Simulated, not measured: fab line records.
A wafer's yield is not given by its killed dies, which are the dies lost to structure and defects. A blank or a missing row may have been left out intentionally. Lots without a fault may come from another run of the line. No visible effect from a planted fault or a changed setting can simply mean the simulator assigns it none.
Chamber matching :: flow nand-harc :: 4 sister chambers for NHARC_A_STAIRCASE_TRIM_196 on rie-diel-06
The step chemistry O2, time 211.2 s. 16 wafers are shown with their chamber, then 8 later ones without.

== EACH WAFER AND ITS CHAMBER ==
wafer: L075.2
chamber: 2
drypump-motor-current-A (A): 6.05
showerhead-plenum-p-Torr (Torr): 3.40
oes-product-au (a.u.): 0.984

wafer: L075.3
chamber: 1
drypump-motor-current-A (A): 6.12
showerhead-plenum-p-Torr (Torr): 3.54
oes-product-au (a.u.): 0.992

wafer: L075.4
chamber: 0
drypump-motor-current-A (A): 5.42
showerhead-plenum-p-Torr (Torr): 3.30
oes-product-au (a.u.): 0.991

wafer: L078.3
chamber: 3
drypump-motor-current-A (A): 5.75
showerhead-plenum-p-Torr (Torr): 3.70
oes-product-au (a.u.): 0.971

wafer: L078.5
chamber: 3
drypump-motor-current-A (A): 5.75
showerhead-plenum-p-Torr (Torr): 3.70
oes-product-au (a.u.): 0.976

wafer: L078.6
chamber: 0
drypump-motor-current-A (A): 5.41
showerhead-plenum-p-Torr (Torr): 3.30
oes-product-au (a.u.): 0.993

wafer: L083.2
chamber: 3
drypump-motor-current-A (A): 5.76
showerhead-plenum-p-Torr (Torr): 3.69
oes-product-au (a.u.): 0.986

wafer: L083.5
chamber: 2
drypump-motor-current-A (A): 6.06
showerhead-plenum-p-Torr (Torr): 3.39
oes-product-au (a.u.): 0.991

wafer: L083.6
chamber: 3
drypump-motor-current-A (A): 5.73
showerhead-plenum-p-Torr (Torr): 3.69
oes-product-au (a.u.): 0.982

wafer: L087.2
chamber: 0
drypump-motor-current-A (A): 5.43
showerhead-plenum-p-Torr (Torr): 3.29
oes-product-au (a.u.): 1.003

wafer: L087.3
chamber: 1
drypump-motor-current-A (A): 6.12
showerhead-plenum-p-Torr (Torr): 3.53
oes-product-au (a.u.): 0.984

wafer: L087.4
chamber: 3
drypump-motor-current-A (A): 5.75
showerhead-plenum-p-Torr (Torr): 3.68
oes-product-au (a.u.): 0.986

wafer: L089.2
chamber: 3
drypump-motor-current-A (A): 5.75
showerhead-plenum-p-Torr (Torr): 3.68
oes-product-au (a.u.): 0.986

wafer: L089.3
chamber: 1
drypump-motor-current-A (A): 6.09
showerhead-plenum-p-Torr (Torr): 3.52
oes-product-au (a.u.): 0.979

wafer: L089.6
chamber: 2
drypump-motor-current-A (A): 6.06
showerhead-plenum-p-Torr (Torr): 3.39
oes-product-au (a.u.): 0.990

wafer: L092.1
chamber: 0
drypump-motor-current-A (A): 5.39
showerhead-plenum-p-Torr (Torr): 3.28
oes-product-au (a.u.): 1.004

SIGNATURES (means of the wafers above)
reading: drypump-motor-current-A
chamber 0: 5.4125
chamber 1: 6.1100
chamber 2: 6.0567
chamber 3: 5.7483
scatter within a chamber: 0.013

reading: showerhead-plenum-p-Torr
chamber 0: 3.2925
chamber 1: 3.5300
chamber 2: 3.3933
chamber 3: 3.6900
scatter within a chamber: 0.00886

reading: oes-product-au
chamber 0: 0.99775
chamber 1: 0.98500
chamber 2: 0.98833
chamber 3: 0.98117
scatter within a chamber: 0.00613
Rule: for a wafer and a chamber, the distance is found by dividing, reading by reading, the gap between the wafer's reading and the chamber's mean by the reading's scatter, squaring, summing and taking the root. If the next closest chamber is less than 2 further off than the closest, the wafer can't be placed; otherwise it belongs to the closest. The scatter: take each reading less its chamber's mean, square it, sum over the shown wafers, divide by the number of wafers less the number of chambers, and take the root.

== WAFERS MISSING THEIR CHAMBER ==
wafer: L092.2
drypump-motor-current-A (A): 6.07
showerhead-plenum-p-Torr (Torr): 3.52
oes-product-au (a.u.): 0.988

wafer: L092.4
drypump-motor-current-A (A): 5.75
showerhead-plenum-p-Torr (Torr): 3.68
oes-product-au (a.u.): 0.980

wafer: L092.3
drypump-motor-current-A (A): 6.09
showerhead-plenum-p-Torr (Torr): 3.38
oes-product-au (a.u.): 0.983

wafer: L092.5
drypump-motor-current-A (A): 6.07
showerhead-plenum-p-Torr (Torr): 3.52
oes-product-au (a.u.): 0.983

wafer: L092.6
drypump-motor-current-A (A): 5.41
showerhead-plenum-p-Torr (Torr): 3.28
oes-product-au (a.u.): 1.005

wafer: L097.2
drypump-motor-current-A (A): 5.76
showerhead-plenum-p-Torr (Torr): 3.67
oes-product-au (a.u.): 0.978

wafer: L097.3
drypump-motor-current-A (A): 5.38
showerhead-plenum-p-Torr (Torr): 3.28
oes-product-au (a.u.): 0.995

wafer: L097.5
drypump-motor-current-A (A): 6.05
showerhead-plenum-p-Torr (Torr): 3.38
oes-product-au (a.u.): 0.985

== WHICH CHAMBER EACH WENT THROUGH ==
wafer: L092.2
from the rows above: 1
in truth: 1

wafer: L092.4
from the rows above: 3
in truth: 3

wafer: L092.3
from the rows above: 2
in truth: 2

wafer: L092.5
from the rows above: 1
in truth: 1

wafer: L092.6
from the rows above: 0
in truth: 0

wafer: L097.2
from the rows above: 3
in truth: 3

wafer: L097.3
from the rows above: 0
in truth: 0

wafer: L097.5
from the rows above: 2
in truth: 2
Placed correctly: 8 of 8. From these rows, 0 cannot be placed. Wrongly placed: 0.
